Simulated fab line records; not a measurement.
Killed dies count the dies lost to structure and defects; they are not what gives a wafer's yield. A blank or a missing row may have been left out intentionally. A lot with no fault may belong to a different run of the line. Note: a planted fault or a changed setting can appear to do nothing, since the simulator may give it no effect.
Which tool is to blame? :: flow n5-finfet :: 12 lots, 36 wafers sampled, at 4 steps of a route of 1938

WHAT THE GAUGES READ, wafer by wafer
N5_BEOL_M15_CD_MEAS_10: target cd 360 nm.
lot: L075
measured: day 11 19:58
on: cd-sem-01
cd-nm (nm): 360.2 362.2 362.0

lot: L077
measured: day 11 22:32
on: cd-sem-01
cd-nm (nm): 359.5 357.8 358.6

lot: L079
measured: day 13 00:10
on: cd-sem-02
cd-nm (nm): 358.9 358.6 359.2

lot: L082
measured: day 13 14:28
on: cd-sem-01
cd-nm (nm): 358.9 356.9 357.8

lot: L083
measured: day 14 02:13
on: cd-sem-01
cd-nm (nm): 359.9 359.3 359.8

lot: L085
measured: day 14 10:03
on: cd-sem-01
cd-nm (nm): 362.8 363.2 360.8

lot: L087
measured: day 14 19:54
on: cd-sem-01
cd-nm (nm): 358.4 360.1 359.1

lot: L089
measured: day 15 07:28
on: cd-sem-01
cd-nm (nm): 358.3 363.6 361.9

lot: L092
measured: day 15 14:53
on: cd-sem-01
cd-nm (nm): 359.9 358.1 359.1

lot: L093
measured: day 16 03:47
on: cd-sem-03
cd-nm (nm): 359.5 360.2 361.0

lot: L095
measured: day 16 14:34
on: cd-sem-01
cd-nm (nm): 360.2 356.9 361.2

lot: L097
measured: day 18 04:01
on: cd-sem-03
cd-nm (nm): 355.3 359.5 357.0

WHAT TOOL EACH LOT RAN ON (gives the tool, then ch and the chambers of the sampled wafers, and finally the start)
lot: L075
N5_BEOL_M14_DEGAS_41: pvd-sputter-02, day 11 17:55
N5_BEOL_M14_ANNEAL_48: rtp-anneal-01 ch 0, day 11 18:37
N5_BEOL_M15_ILD_DEP_00: pecvd-02 ch 0,1, day 11 19:25

lot: L077
N5_BEOL_M14_DEGAS_41: pvd-sputter-02, day 11 20:31
N5_BEOL_M14_ANNEAL_48: rtp-anneal-01 ch 0, day 11 21:07
N5_BEOL_M15_ILD_DEP_00: pecvd-02 ch 0,1,2, day 11 21:52

lot: L079
N5_BEOL_M14_DEGAS_41: pvd-sputter-01, day 12 21:58
N5_BEOL_M14_ANNEAL_48: rtp-anneal-01 ch 0, day 12 22:44
N5_BEOL_M15_ILD_DEP_00: pecvd-03 ch 0,1,2, day 12 23:29

lot: L082
N5_BEOL_M14_DEGAS_41: pvd-sputter-03, day 13 12:20
N5_BEOL_M14_ANNEAL_48: rtp-anneal-02 ch 0, day 13 13:01
N5_BEOL_M15_ILD_DEP_00: pecvd-04 ch 0,1,2, day 13 13:55

lot: L083
N5_BEOL_M14_DEGAS_41: pvd-sputter-02, day 14 00:19
N5_BEOL_M14_ANNEAL_48: rtp-anneal-01 ch 0, day 14 00:51
N5_BEOL_M15_ILD_DEP_00: pecvd-02 ch 0,2, day 14 01:38

lot: L085
N5_BEOL_M14_DEGAS_41: pvd-sputter-02, day 14 08:10
N5_BEOL_M14_ANNEAL_48: rtp-anneal-01 ch 0, day 14 08:46
N5_BEOL_M15_ILD_DEP_00: pecvd-02 ch 0,1, day 14 09:30

lot: L087
N5_BEOL_M14_DEGAS_41: pvd-sputter-02, day 14 17:55
N5_BEOL_M14_ANNEAL_48: rtp-anneal-01 ch 0, day 14 18:34
N5_BEOL_M15_ILD_DEP_00: pecvd-03 ch 0,1,2, day 14 19:20

lot: L089
N5_BEOL_M14_DEGAS_41: pvd-sputter-01, day 15 05:27
N5_BEOL_M14_ANNEAL_48: rtp-anneal-02 ch 0, day 15 06:00
N5_BEOL_M15_ILD_DEP_00: pecvd-02 ch 0,1,2, day 15 06:47

lot: L092
N5_BEOL_M14_DEGAS_41: pvd-sputter-01, day 15 12:41
N5_BEOL_M14_ANNEAL_48: rtp-anneal-02 ch 0, day 15 13:22
N5_BEOL_M15_ILD_DEP_00: pecvd-04 ch 0,2, day 15 14:13

lot: L093
N5_BEOL_M14_DEGAS_41: pvd-sputter-03, day 16 01:54
N5_BEOL_M14_ANNEAL_48: rtp-anneal-02 ch 0, day 16 02:27
N5_BEOL_M15_ILD_DEP_00: pecvd-03 ch 0,1,2, day 16 03:14

lot: L095
N5_BEOL_M14_DEGAS_41: pvd-sputter-01, day 16 12:31
N5_BEOL_M14_ANNEAL_48: rtp-anneal-02 ch 0, day 16 13:07
N5_BEOL_M15_ILD_DEP_00: pecvd-03 ch 0,2, day 16 13:53

lot: L097
N5_BEOL_M14_DEGAS_41: pvd-sputter-01, day 18 01:49
N5_BEOL_M14_ANNEAL_48: rtp-anneal-02 ch 0, day 18 02:22
N5_BEOL_M15_ILD_DEP_00: pecvd-03 ch 1,2, day 18 03:20
- N5_BEOL_M14_DEGAS_41: time 60 s.
- N5_BEOL_M14_ANNEAL_48: time 90 s.
- N5_BEOL_M15_ILD_DEP_00: deposits SiO2 from TEOS/O2, target thk 1629.3 nm, time 346.1 s.

THE ANSWER, worked out from the rows above alone
Rule: what is usual is taken from the lots themselves. Put in order of their means at a reading, lots are off if they are a third of the lots or fewer, leave a main group of 4 or more, and stand apart from it by a gap of 3 or more times the standard deviation of the main group's means; of several such gaps the widest counts. A main group whose means are all the same, to the digits that the tables above print for the reading, isn't used. A lot without any number at a reading at which 4 lots or more have one is off too. Any other lot the step has rows for is counted as sound.
None of the lots is off at any reading shown; this tells nothing.

WHAT HAD BEEN PUT IN BY THE SIMULATOR
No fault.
